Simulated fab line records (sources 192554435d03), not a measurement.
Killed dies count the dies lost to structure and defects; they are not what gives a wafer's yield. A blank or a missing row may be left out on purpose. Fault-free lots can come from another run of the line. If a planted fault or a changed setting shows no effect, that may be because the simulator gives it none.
A struck lot beside a sound one ; flow n5-finfet ; 15 out of 1938 route steps
Sound: these wafers, L555.1, L555.2, L555.4. Struck: wafer L554.3; the same lot's L554.2 was not struck, so it is left out; see the end for the cause.
At each step with rows: each side's tool, then ch and its chambers, then its first start. Under that, the readings that differ: sound wafers ; struck wafers ; difference of the means ; sigmas: that difference in standard deviations of wafers without a fault.
alike: readings with means less than 2 such deviations apart, plus words and numbers identical on both sides. not compared: withheld readings, readings lacking a value on some wafer, bounds such as >300 that could conceal the same value, and numbers that have no deviation in the record and whose values overlap.
The two part at a step that has a row with sigmas, a row that says differs or no value, or rows on one side only. When numbers do not overlap yet have no deviation, they are printed without sigmas and do not part them. A reading missing from all wafers of one side parts the sides only when that side holds two or more wafers.

first, 8 steps without rows for these wafers: N5_BEOL_M15_COAT_60 (time 60 s, resist thk 89 nm); N5_BEOL_M15_COAT_22 (resist thk 800 nm); N5_BEOL_M15_EBR_24; N5_BEOL_M15_SOFTBAKE_23 (time 60 s); N5_BEOL_M15_EXPOSE_25 (exposes mask M15, target cd 400 nm); N5_BEOL_M15_PEB_26 (peb time 90 s); N5_BEOL_M15_DEVELOP_27 (develop time 45 s); N5_BEOL_M15_HARDBAKE_32 (time 120 s).
N5_BEOL_M15_CD_MEAS_28: the cd target is 407.6 nm.
  sound on cd-sem-02 ch 0, day 16 22:41; struck on cd-sem-03 ch 0, day 17 02:58
  alike: cd-nm
N5_BEOL_M15_OVL_MEAS_29:
  sound on overlay-02 ch 0, day 16 22:43; struck on overlay-01 ch 0, day 17 02:59
  alike: M15_OVL
N5_BEOL_M15_INSPECT_30: inspects for defects (macro).
  sound: defect-inspect-02 at day 16 22:44; struck: defect-inspect-02 at day 17 03:01
reading;sound;struck;difference;sigmas
raw-defect-count;1 3 4;6;+3;+2
N5_BEOL_M15_DESCUM_33: chemistry O2, time 7.9 s.
  sound on rie-diel-02 ch 0,1,2, day 16 22:46; struck on rie-diel-01 ch 0, day 17 03:03
  alike: drypump-motor-current-A, oes-product-au, rf-vpp-V, showerhead-plenum-p-Torr, throttle-valve-pct
  not compared: rf-hours-counter-h
N5_BEOL_M15_ETCH_61: etches BARC in N2/H2, target depth 89 nm, overetch 26.7 nm, time 67.9 s.
  sound on rie-diel-02 ch 0,1,2, day 16 22:48; struck on rie-diel-01 ch 0, day 17 03:05
reading;sound;struck;difference;sigmas
run-length-s (s);90.8 91.1 91.2;80.9;-10.1;-31
model.coat_of_BEOL_M15_COAT_22.thk-nm (nm);718.6 715.8 715.2;724.8;+8.3;
  alike: drypump-motor-current-A, oes-product-au, rf-vpp-V, showerhead-plenum-p-Torr, throttle-valve-pct
  not compared: rf-hours-counter-h
N5_BEOL_M15_TRENCH_ETCH_34: etches SiO2 in C4F8/O2/Ar, target depth 872.93 nm, time 199 s.
  sound on rie-diel-02 ch 0,1,2, day 16 22:51; struck on rie-diel-01 ch 0, day 17 03:08
reading;sound;struck;difference;sigmas
mfc-ar-sccm (sccm);401.4 400.0 401.7;398.3;-2.7;-2
model.coat_of_BEOL_M15_COAT_22.thk-nm (nm);545.4 540 536.4;551.6;+11.0;
  alike: O2_flow_sccm, drypump-motor-current-A, oes-product-au, rf-vpp-V, showerhead-plenum-p-Torr, throttle-valve-pct
  not compared: rf-hours-counter-h
after that, 1 step had no rows for these wafers: N5_PASSIVATION_PROBE_49.

## WHERE THEY PART
First at N5_BEOL_M15_INSPECT_30; last, within this record, at N5_BEOL_M15_TRENCH_ETCH_34.

WHY: the cause the simulator had injected
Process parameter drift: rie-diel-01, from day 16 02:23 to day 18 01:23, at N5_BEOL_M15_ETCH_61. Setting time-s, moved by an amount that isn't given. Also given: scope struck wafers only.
